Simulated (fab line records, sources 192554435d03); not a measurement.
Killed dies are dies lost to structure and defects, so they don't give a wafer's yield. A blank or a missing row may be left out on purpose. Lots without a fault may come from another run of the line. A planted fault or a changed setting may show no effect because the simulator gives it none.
A struck lot beside a sound one | flow n5_finfet | 14 steps out of a route of 1938
Sound: wafers L612.1, L612.3, L612.6. Struck: wafer L621.2. (L621.4, L621.5 of the same lot were not struck and are left out.) The cause comes at the end.
At each step with rows: each side's tool, then ch and its chambers, then its first start. Under that, the readings that differ: sound wafers | struck wafers | difference of the means | sigmas: that difference in standard deviations of wafers without a fault.
alike: readings whose means differ by less than 2 such deviations, and words and numbers that are the same on both sides. not compared: withheld readings, readings that some wafer has no value for, bounds like >300 that may hide the same value, and numbers for which the record gives no deviation and whose values overlap.
The two part at a step that has a row with sigmas, a row that says differs or no value, or rows on one side only. Numbers that don't overlap but have no deviation are shown without sigmas and don't part them. A reading that every wafer of one side lacks parts them only if that side has two wafers or more.

first, 8 steps without rows for these wafers: N5_BEOL_M13_COAT_66 (time 60 s, resist thk 110 nm); N5_BEOL_M13_COAT_22 (resist thk 300 nm); N5_BEOL_M13_EBR_24; N5_BEOL_M13_SOFTBAKE_23 (time 60 s); N5_BEOL_M13_EXPOSE_25 (exposes mask M13, target cd 210 nm); N5_BEOL_M13_PEB_26 (peb time 90 s); N5_BEOL_M13_DEVELOP_27 (develop time 45 s); N5_BEOL_M13_HARDBAKE_32 (time 120 s).
N5_BEOL_M13_CD_MEAS_28: target cd 209.5 nm.
  sound on cd_sem-02 ch 0, day 10 17:23; struck on cd_sem-02 ch 0, day 14 00:25
  reading    | sound             | struck | difference | sigmas
  cd_nm (nm) | 208.7 210.6 209.7 | 206.5  | -3.2       | -3
N5_BEOL_M13_OVL_MEAS_29:
  sound on overlay-02 ch 0, day 10 17:25; struck on overlay-01 ch 0, day 14 00:27
  alike: M13_OVL
N5_BEOL_M13_INSPECT_30: inspects for defects (macro).
  sound on defect_inspect-02, day 10 17:26; struck on defect_inspect-01, day 14 00:29
  alike: raw_defect_count
N5_BEOL_M13_DESCUM_33: chemistry O2, time 7.9 s.
  sound on rie_diel-02 ch 2,3, day 10 17:28; struck on rie_diel-06 ch 0, day 14 00:31
  reading                         | sound             | struck | difference | sigmas
  oes_product_au (a.u.)           | 0.95 0.74 0.94    | 0.70   | -0.18      | -2
  rf_vpp_V (V)                    | 245.8 244.3 244.1 | 241.1  | -3.6       | -2
  showerhead_plenum_p_Torr (Torr) | 2.21 2.16 2.21    | 1.97   | -0.22      | -3
  alike: drypump_motor_current_A, throttle_valve_pct
  not compared: rf_hours_counter_h
N5_BEOL_M13_ETCH_67: etches SiARC in CF4, target depth 143 nm, time 238.3 s.
  sound on rie_diel-02 ch 2,3, day 10 17:30; struck on rie_diel-06 ch 0, day 14 00:33
  reading                         | sound             | struck | difference | sigmas
  bias_w (W)                      | 35.82 36.20 36.00 | 34.15  | -1.86      | -15
  rf_vpp_V (V)                    | 185.6 184.4 186.6 | 176.1  | -9.4       | -7
  showerhead_plenum_p_Torr (Torr) | 2.28 2.22 2.28    | 2.03   | -0.23      | -3
  alike: drypump_motor_current_A, etch_rf_on_time_s, mfc_ar_sccm, oes_product_au, throttle_valve_pct
  not compared: rf_hours_counter_h
N5_BEOL_M13_ETCH_68: etches SOC in N2/H2, time 355 s.
  sound on rie_diel-02 ch 2,3, day 10 17:39; struck on rie_diel-06 ch 0, day 14 00:41
  reading                         | sound             | struck | difference | sigmas
  rf_vpp_V (V)                    | 529.8 525.5 528.2 | 521.0  | -6.8       | -3
  showerhead_plenum_p_Torr (Torr) | 2.70 2.64 2.70    | 2.41   | -0.27      | -3
  alike: bias_w, drypump_motor_current_A, h2_flow_sccm, n2_flow_sccm, oes_product_au, throttle_valve_pct
  not compared: rf_hours_counter_h

WHERE THEY PART
First at N5_BEOL_M13_CD_MEAS_28; last, within this record, at N5_BEOL_M13_ETCH_68.

WHY: what the simulator had put in
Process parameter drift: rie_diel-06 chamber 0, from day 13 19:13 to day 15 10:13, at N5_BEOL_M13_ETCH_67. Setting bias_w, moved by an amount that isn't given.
